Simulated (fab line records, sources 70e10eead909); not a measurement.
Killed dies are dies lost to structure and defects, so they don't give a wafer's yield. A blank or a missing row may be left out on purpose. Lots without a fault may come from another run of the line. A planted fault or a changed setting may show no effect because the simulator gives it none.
Which tool did it? | flow nand_harc | 20 lots, 60 wafers sampled, at 6 steps of a route of 1159

WHAT THE GAUGES READ, wafer by wafer
The record holds no reading of a measuring or inspecting step that can be judged against a usual standard deviation.

WHICH TOOL RAN EACH LOT (tool, then ch and the chambers of the sampled wafers, then the start)
lot  | NHARC_A_STAIRCASE_ETCH_444         | NHARC_A_SGD_CUT_DEP_00          | NHARC_A_SGD_CUT_ETCH_15                       | NHARC_A_SGD_CUT_ETCH_16                       | NHARC_A_SLIT_DEP_23             | NHARC_A_SLIT_STRIP_18
L076 | rie_diel-11 ch 0,1,3, day 13 21:42 | pecvd-03 ch 0,1,2, day 14 02:11 | rie_diel-08 ch 2,3, day 14 12:41 or earlier   | rie_diel-08 ch 1,3, day 14 12:41 or earlier   | pecvd-01 ch 0,1,2, day 14 12:41 | rie_diel-03 ch 0,3, no start
L075 | rie_diel-07 ch 0,1,2, day 14 06:56 | pecvd-03 ch 0,1, day 14 11:43   | rie_diel-08 ch 1,2,3, day 14 22:28 or earlier | rie_diel-08 ch 1,2,3, day 14 22:28 or earlier | pecvd-01 ch 0,1, day 14 22:28   | rie_diel-09 ch 0,2, no start
L078 | rie_diel-13 ch 0,2,3, day 14 06:58 | pecvd-02 ch 0,1, day 14 11:49   | rie_diel-04 ch 0,1, day 15 00:21 or earlier   | rie_diel-04 ch 0,1,3, day 15 00:21 or earlier | pecvd-03 ch 0,1,2, day 15 00:21 | rie_diel-01 ch 1,2,3, no start
L077 | rie_diel-13 ch 0,1,3, day 14 08:11 | pecvd-01 ch 0,1, day 14 13:19   | rie_diel-04 ch 0,1,3, day 14 22:37 or earlier | rie_diel-04 ch 1,2, day 14 22:37 or earlier   | pecvd-03 ch 0,1, day 14 22:37   | rie_diel-09 ch 1,2,3, no start
L079 | rie_diel-07 ch 0,1,2, day 14 08:23 | pecvd-03 ch 0,1, day 14 13:08   | rie_diel-02 ch 1,2, day 14 22:25 or earlier   | rie_diel-02 ch 0,1, day 14 22:25 or earlier   | pecvd-03 ch 0,1,2, day 14 22:25 | rie_diel-03 ch 2,3, no start
L081 | rie_diel-13 ch 0,1,2, day 14 16:50 | pecvd-03 ch 0,1, day 14 21:50   | rie_diel-04 ch 0,1,2, day 15 07:47 or earlier | rie_diel-04 ch 0,1,2, day 15 07:47 or earlier | pecvd-03 ch 0,1, day 15 07:47   | rie_diel-01 ch 0,1,3, no start
L080 | rie_diel-07 ch 0,2, day 14 16:52   | pecvd-01 ch 0,1,2, day 14 22:05 | rie_diel-08 ch 2,3, day 15 08:23 or earlier   | rie_diel-08 ch 1,2, day 15 08:23 or earlier   | pecvd-04 ch 0,1,2, day 15 08:23 | rie_diel-03 ch 1,2, no start
L083 | rie_diel-11 ch 0,1,3, day 15 22:08 | pecvd-01 ch 0,1,2, day 16 03:42 | rie_diel-04 ch 0,3, day 16 16:01 or earlier   | rie_diel-04 ch 1,2,3, day 16 16:01 or earlier | pecvd-03 ch 0,1, day 16 16:01   | rie_diel-09 ch 0,1,3, no start
L084 | rie_diel-07 ch 1,3, day 16 18:53   | pecvd-03 ch 1,2, day 16 23:41   | rie_diel-04 ch 1,2,3, day 17 10:45 or earlier | rie_diel-04 ch 0,1,3, day 17 10:45 or earlier | pecvd-04 ch 0,1,2, day 17 10:45 | rie_diel-01 ch 2,3, no start
L085 | rie_diel-11 ch 0,2,3, day 16 19:15 | pecvd-01 ch 1,2, day 17 00:13   | rie_diel-08 ch 2,3, day 17 11:53 or earlier   | rie_diel-08 ch 2,3, day 17 11:53 or earlier   | pecvd-03 ch 0,1,2, day 17 11:53 | rie_diel-01 ch 0,2,3, no start
L086 | rie_diel-13 ch 0,2,3, day 16 19:30 | pecvd-01 ch 0,1, day 17 00:00   | rie_diel-02 ch 0,1,3, day 17 09:57 or earlier | rie_diel-02 ch 0,2,3, day 17 09:57 or earlier | pecvd-01 ch 0,2, day 17 09:57   | rie_diel-01 ch 2,3, no start
L088 | rie_diel-13 ch 0,1, day 16 20:28   | pecvd-03 ch 1,2, day 17 01:40   | rie_diel-04 ch 2,3, day 17 11:41 or earlier   | rie_diel-04 ch 0,2,3, day 17 11:41 or earlier | pecvd-03 ch 0,1,2, day 17 11:41 | rie_diel-09 ch 1,2,3, no start
L087 | rie_diel-13 ch 1,2,3, day 17 03:58 | pecvd-03 ch 0,1, day 17 08:42   | rie_diel-02 ch 1,2, day 17 21:02 or earlier   | rie_diel-02 ch 1,2,3, day 17 21:02 or earlier | pecvd-03 ch 1,2, day 17 21:02   | rie_diel-03 ch 0,2,3, no start
L090 | rie_diel-11 ch 1,2,3, day 17 04:00 | pecvd-02 ch 1,2, day 17 08:51   | rie_diel-04 ch 0,2, day 17 21:37 or earlier   | rie_diel-04 ch 0,1,3, day 17 21:37 or earlier | pecvd-04 ch 0,2, day 17 21:37   | rie_diel-03 ch 0,1, no start
L089 | rie_diel-07 ch 0,2,3, day 17 08:41 | pecvd-03 ch 1,2, day 17 12:55   | rie_diel-02 ch 0,1, day 18 03:02 or earlier   | rie_diel-02 ch 1,2,3, day 18 03:02 or earlier | pecvd-01 ch 0,1,2, day 18 03:02 | rie_diel-03 ch 0,1, no start
L091 | rie_diel-07 ch 0,2,3, day 17 13:10 | pecvd-02 ch 0,1, day 17 18:11   | rie_diel-02 ch 1,2,3, day 18 07:58 or earlier | rie_diel-02 ch 0,1,2, day 18 07:58 or earlier | pecvd-03 ch 1,2, day 18 07:58   | rie_diel-01 ch 0,2,3, no start
L092 | rie_diel-13 ch 0,2, day 17 13:35   | pecvd-03 ch 1,2, day 17 18:25   | rie_diel-04 ch 0,2,3, day 18 06:52 or earlier | rie_diel-04 ch 2,3, day 18 06:52 or earlier   | pecvd-04 ch 1,2, day 18 06:52   | rie_diel-03 ch 0,3, no start
L093 | rie_diel-11 ch 2,3, day 17 14:49   | pecvd-02 ch 0,1,2, day 17 20:20 | rie_diel-04 ch 0,2,3, day 18 08:50 or earlier | rie_diel-04 ch 0,3, day 18 08:50 or earlier   | pecvd-04 ch 0,2, day 18 08:50   | rie_diel-09 ch 1,3, no start
L095 | rie_diel-11 ch 0,1,2, day 18 14:54 | pecvd-03 ch 0,1, day 18 20:40   | rie_diel-08 ch 1,2,3, day 19 06:25 or earlier | rie_diel-08 ch 1,2,3, day 19 06:25 or earlier | pecvd-03 ch 0,1, day 19 06:25   | rie_diel-03 ch 1,2,3, no start
L097 | rie_diel-07 ch 0,2,3, day 19 02:15 | pecvd-02 ch 0,2, day 19 07:26   | rie_diel-02 ch 2,3, day 19 17:52 or earlier   | rie_diel-02 ch 0,3, day 19 17:52 or earlier   | pecvd-04 ch 0,1,2, day 19 17:52 | rie_diel-01 ch 0,2,3, no start
- NHARC_A_STAIRCASE_ETCH_444: etches the open film in C4F8/O2, target depth 10200 nm, time 3400 s.
- NHARC_A_SGD_CUT_DEP_00: deposits SiNx, target thk 50 nm.
- NHARC_A_SGD_CUT_ETCH_15: etches the open film in CH3F/O2, target depth 75 nm, time 64.3 s.
- NHARC_A_SGD_CUT_ETCH_16: etches the open film in C4F8/O2/Ar, target depth 310.5 nm, time 155.2 s.
- NHARC_A_SLIT_DEP_23: deposits SiON, target thk 100 nm.
- NHARC_A_SLIT_STRIP_18: strips in O2.

WHAT THE TOOLS THEMSELVES READ (means of the sampled wafers that have a number; where no wafer has one, the mark that the record gives instead)
NHARC_A_STAIRCASE_ETCH_444.
lot  | tool        | bias_w (W) | chamber_pressure_mTorr (mTorr) | oes_product_au (a.u.) | rf_fwd_power_W (W) | rf_vpp_V (V)
L076 | rie_diel-11 | 1000       | 24.987                         | 0.940                 | 600.1              | 806
L075 | rie_diel-07 | 1002       | 25.013                         | 0.923                 | 600.4              | 806
L078 | rie_diel-13 | 999        | 25.002                         | 0.947                 | 598.3              | 813
L077 | rie_diel-13 | 1000       | 25.029                         | 0.942                 | 601.4              | 813
L079 | rie_diel-07 | 1002       | 25.008                         | 0.934                 | 599.8              | 807
L081 | rie_diel-13 | 997        | 25.006                         | 0.926                 | 601.6              | 813
L080 | rie_diel-07 | 1001       | 24.996                         | 0.932                 | 599.5              | 805
L083 | rie_diel-11 | 1000       | 24.981                         | 0.936                 | 598.4              | 806
L084 | rie_diel-07 | 1002       | 24.980                         | 0.920                 | 601.4              | 807
L085 | rie_diel-11 | 999        | 24.997                         | 0.972                 | 601.5              | 805
L086 | rie_diel-13 | 1000       | 25.001                         | 0.955                 | 600.1              | 813
L088 | rie_diel-13 | 1000       | 24.983                         | 0.926                 | 599.5              | 814
L087 | rie_diel-13 | 1002       | 25.005                         | 0.925                 | 598.5              | 811
L090 | rie_diel-11 | 1001       | 24.995                         | 0.954                 | 599.0              | 808
L089 | rie_diel-07 | 999        | 25.000                         | 0.936                 | 601.8              | 807
L091 | rie_diel-07 | 1002       | 24.983                         | 0.929                 | 600.7              | 807
L092 | rie_diel-13 | 1000       | 24.989                         | 0.937                 | 599.2              | 813
L093 | rie_diel-11 | 998        | 24.976                         | 0.935                 | 598.4              | 807
L095 | rie_diel-11 | 1003       | 24.989                         | 0.929                 | 599.7              | 807
L097 | rie_diel-07 | 1000       | 24.994                         | 0.958                 | 600.7              | 807

NHARC_A_SGD_CUT_DEP_00.
lot  | tool     | heater_power_w (W) | rf_fwd_power_W (W)
L076 | pecvd-03 | 708                | 447.8
L075 | pecvd-03 | 710                | 448.7
L078 | pecvd-02 | 615                | 448.0
L077 | pecvd-01 | 779                | 447.4
L079 | pecvd-03 | 773                | 448.3
L081 | pecvd-03 | 676                | 448.7
L080 | pecvd-01 | 704                | 446.6
L083 | pecvd-01 | 716                | 446.6
L084 | pecvd-03 | 762                | 449.0
L085 | pecvd-01 | 678                | 449.7
L086 | pecvd-01 | 697                | 446.4
L088 | pecvd-03 | 793                | 447.4
L087 | pecvd-03 | 678                | 448.5
L090 | pecvd-02 | 589                | 447.1
L089 | pecvd-03 | 803                | 447.5
L091 | pecvd-02 | 567                | 448.2
L092 | pecvd-03 | 734                | 448.7
L093 | pecvd-02 | 606                | 448.2
L095 | pecvd-03 | 656                | 449.1
L097 | pecvd-02 | 577                | 449.6

NHARC_A_SGD_CUT_ETCH_15.
lot  | tool        | bias_w (W) | chamber_pressure_mTorr (mTorr) | drypump_motor_current_A (A) | oes_product_au (a.u.) | rf_fwd_power_W (W) | rf_vpp_V (V) | showerhead_plenum_p_Torr (Torr) | throttle_valve_pct (%)
L076 | rie_diel-08 | 100.25     | 24.983                         | 5.1                         | 0.964                 | 494.5              | 263.5        | 2.44                            | 20.656
L075 | rie_diel-08 | 100.12     | 24.996                         | 5.2                         | 0.960                 | 498.3              | 262.9        | 2.42                            | 20.663
L078 | rie_diel-04 | 100.16     | 25.017                         | 5.8                         | 0.925                 | 497.1              | 263.5        | 2.46                            | 20.667
L077 | rie_diel-04 | 100.09     | 24.997                         | 5.7                         | 0.964                 | 494.5              | 265.3        | 2.52                            | 20.662
L079 | rie_diel-02 | 100.14     | 24.997                         | 6.1                         | 0.940                 | 495.9              | 261.7        | 2.32                            | 20.657
L081 | rie_diel-04 | 100.08     | 24.987                         | 5.9                         | 0.940                 | 496.6              | 265.0        | 2.52                            | 20.665
L080 | rie_diel-08 | 99.88      | 25.011                         | 5.2                         | 0.930                 | 496.3              | 264.1        | 2.44                            | 20.667
L083 | rie_diel-04 | 100.34     | 24.984                         | 5.8                         | 0.967                 | 492.4              | 266.7        | 2.60                            | 20.656
L084 | rie_diel-04 | 99.96      | 24.992                         | 5.8                         | 0.971                 | 496.5              | 264.4        | 2.50                            | 20.657
L085 | rie_diel-08 | 100.08     | 25.018                         | 5.1                         | 0.926                 | 496.2              | 264.1        | 2.45                            | 20.671
L086 | rie_diel-02 | 100.24     | 24.997                         | 5.9                         | 0.917                 | 493.8              | 263.5        | 2.47                            | 20.657
L088 | rie_diel-04 | 99.57      | 25.003                         | 5.7                         | 0.979                 | 496.3              | 265.8        | 2.56                            | 20.666
L087 | rie_diel-02 | 99.89      | 25.011                         | 6.3                         | 0.971                 | 494.7              | 261.1        | 2.30                            | 20.665
L090 | rie_diel-04 | 99.92      | 24.999                         | 6.0                         | 0.971                 | 494.1              | 265.7        | 2.59                            | 20.664
L089 | rie_diel-02 | 100.08     | 25.015                         | 5.7                         | 0.948                 | 496.4              | 263.9        | 2.46                            | 20.674
L091 | rie_diel-02 | 100.10     | 24.988                         | 6.1                         | 0.970                 | 493.5              | 262.3        | 2.40                            | 20.664
L092 | rie_diel-04 | 99.87      | 24.987                         | 5.8                         | 0.972                 | 494.9              | 265.9        | 2.58                            | 20.660
L093 | rie_diel-04 | 99.98      | 25.027                         | 5.8                         | 0.971                 | 494.3              | 265.9        | 2.58                            | 20.664
L095 | rie_diel-08 | 100.32     | 25.006                         | 5.2                         | 0.977                 | 495.8              | 262.7        | 2.42                            | 20.671
L097 | rie_diel-02 | 100.11     | 24.980                         | 6.0                         | 0.948                 | 494.3              | 264.0        | 2.48                            | 20.654

NHARC_A_SGD_CUT_ETCH_16.
lot  | tool        | bias_w (W) | chamber_pressure_mTorr (mTorr) | oes_product_au (a.u.) | rf_fwd_power_W (W) | rf_vpp_V (V)
L076 | rie_diel-08 | 799.5      | 24.992                         | 0.971                 | 597.1              | 721
L075 | rie_diel-08 | 800.6      | 24.996                         | 0.978                 | 598.1              | 721
L078 | rie_diel-04 | 799.5      | 24.998                         | 0.954                 | 597.5              | 726
L077 | rie_diel-04 | 796.7      | 24.990                         | 0.962                 | 599.2              | 725
L079 | rie_diel-02 | 801.5      | 25.016                         | 0.959                 | 598.4              | 723
L081 | rie_diel-04 | 799.4      | 24.990                         | 0.955                 | 598.4              | 726
L080 | rie_diel-08 | 800.3      | 24.980                         | 0.947                 | 600.0              | 721
L083 | rie_diel-04 | 799.6      | 24.980                         | 0.964                 | 598.5              | 725
L084 | rie_diel-04 | 798.3      | 24.997                         | 0.965                 | 597.9              | 726
L085 | rie_diel-08 | 798.9      | 25.000                         | 0.952                 | 598.0              | 723
L086 | rie_diel-02 | 800.5      | 24.989                         | 0.941                 | 597.6              | 724
L088 | rie_diel-04 | 799.1      | 25.020                         | 0.979                 | 596.1              | 728
L087 | rie_diel-02 | 799.3      | 25.003                         | 0.962                 | 598.3              | 721
L090 | rie_diel-04 | 797.7      | 25.017                         | 0.977                 | 597.9              | 725
L089 | rie_diel-02 | 797.1      | 25.000                         | 0.985                 | 596.4              | 720
L091 | rie_diel-02 | 801.8      | 24.993                         | 0.976                 | 596.5              | 720
L092 | rie_diel-04 | 801.6      | 24.996                         | 0.987                 | 596.0              | 727
L093 | rie_diel-04 | 799.3      | 24.998                         | 0.975                 | 594.1              | 729
L095 | rie_diel-08 | 800.5      | 25.011                         | 0.978                 | 598.6              | 721
L097 | rie_diel-02 | 801.5      | 25.020                         | 0.961                 | 598.8              | 727

NHARC_A_SLIT_DEP_23.
lot  | tool     | chamber_pressure_Torr (Torr) | heater_power_w (W) | rf_fwd_power_W (W)
L076 | pecvd-01 | 3.506                        | 774                | 348.1
L075 | pecvd-01 | 3.498                        | 718                | 348.7
L078 | pecvd-03 | 3.493                        | 751                | 348.0
L077 | pecvd-03 | 3.495                        | 686                | 348.4
L079 | pecvd-03 | 3.500                        | 713                | 347.7
L081 | pecvd-03 | 3.491                        | 792                | 348.5
L080 | pecvd-04 | 3.502                        | 784                | 348.8
L083 | pecvd-03 | 3.505                        | 819                | 348.0
L084 | pecvd-04 | 3.500                        | 736                | 349.5
L085 | pecvd-03 | 3.495                        | 726                | 348.4
L086 | pecvd-01 | 3.503                        | 757                | 347.5
L088 | pecvd-03 | 3.503                        | 749                | 349.3
L087 | pecvd-03 | 3.499                        | 841                | 348.6
L090 | pecvd-04 | 3.504                        | 717                | 349.6
L089 | pecvd-01 | 3.499                        | 740                | 348.7
L091 | pecvd-03 | 3.492                        | 816                | 347.4
L092 | pecvd-04 | 3.504                        | 702                | 348.7
L093 | pecvd-04 | 3.498                        | 739                | 348.7
L095 | pecvd-03 | 3.498                        | 797                | 348.9
L097 | pecvd-04 | 3.502                        | 783                | 349.9

NHARC_A_SLIT_STRIP_18.
lot  | tool        | chamber_pressure_mTorr (mTorr) | drypump_motor_current_A (A) | oes_product_au (a.u.) | rf_vpp_V (V) | showerhead_plenum_p_Torr (Torr) | throttle_valve_pct (%)
L076 | rie_diel-03 | 59.96                          | 5.9                         | 0.989                 | 57.4         | 3.46                            | 17.026
L075 | rie_diel-09 | 59.98                          | 5.5                         | 1.001                 | 56.9         | 3.53                            | 17.029
L078 | rie_diel-01 | 59.97                          | 5.8                         | 0.997                 | 58.5         | 3.52                            | 17.027
L077 | rie_diel-09 | 59.95                          | 6.0                         | 0.996                 | 57.8         | 3.60                            | 17.034
L079 | rie_diel-03 | 60.05                          | 5.7                         | 0.993                 | 57.5         | 3.40                            | 17.029
L081 | rie_diel-01 | 59.98                          | 5.9                         | 0.995                 | 58.0         | 3.60                            | 17.026
L080 | rie_diel-03 | 60.00                          | 5.0                         | 1.007                 | 59.5         | 3.66                            | 17.040
L083 | rie_diel-09 | 60.00                          | 5.8                         | 1.006                 | 58.4         | 3.66                            | 17.040
L084 | rie_diel-01 | 60.03                          | 5.8                         | 0.999                 | 56.9         | 3.51                            | 17.017
L085 | rie_diel-01 | 60.06                          | 6.0                         | 1.002                 | 58.2         | 3.60                            | 17.049
L086 | rie_diel-01 | 60.07                          | 5.8                         | 1.000                 | 57.1         | 3.51                            | 17.038
L088 | rie_diel-09 | 60.03                          | 6.0                         | 1.002                 | 57.2         | 3.60                            | 17.039
L087 | rie_diel-03 | 60.08                          | 5.8                         | 1.000                 | 57.7         | 3.49                            | 17.030
L090 | rie_diel-03 | 59.97                          | 5.2                         | 1.003                 | 59.0         | 3.72                            | 17.041
L089 | rie_diel-03 | 59.99                          | 5.6                         | 1.004                 | 58.1         | 3.69                            | 17.034
L091 | rie_diel-01 | 60.05                          | 6.0                         | 1.002                 | 57.3         | 3.60                            | 17.039
L092 | rie_diel-03 | 60.02                          | 5.9                         | 0.998                 | 57.9         | 3.46                            | 17.031
L093 | rie_diel-09 | 60.00                          | 5.9                         | 0.993                 | 58.4         | 3.68                            | 17.037
L095 | rie_diel-03 | 60.03                          | 5.3                         | 1.004                 | 57.2         | 3.53                            | 17.038
L097 | rie_diel-01 | 59.97                          | 6.0                         | 1.003                 | 58.3         | 3.60                            | 17.038

THE ANSWER, worked out from the rows above alone
Rule: what is usual is taken from the lots themselves. Put in order of their means at a reading, lots are off if they are a third of the lots or fewer, leave a main group of 4 or more, and stand apart from it by a gap of 3 or more times the standard deviation of the main group's means; of several such gaps the widest counts. A main group whose means are all the same, to the digits that the tables above print for the reading, isn't used. A lot without any number at a reading at which 4 lots or more have one is off too. The other lots that the step has rows for count as sound. The gauges are gone through in route order, then the tools' own readings, and for those a lot's mean is taken as printed above. The first step at which some lot is off is used, and at that step the reading that is off furthest; a lot without a number counts as furthest.
No lot is off at any reading shown: from this, nothing can be told.

WHAT THE SIMULATOR HAD PUT IN
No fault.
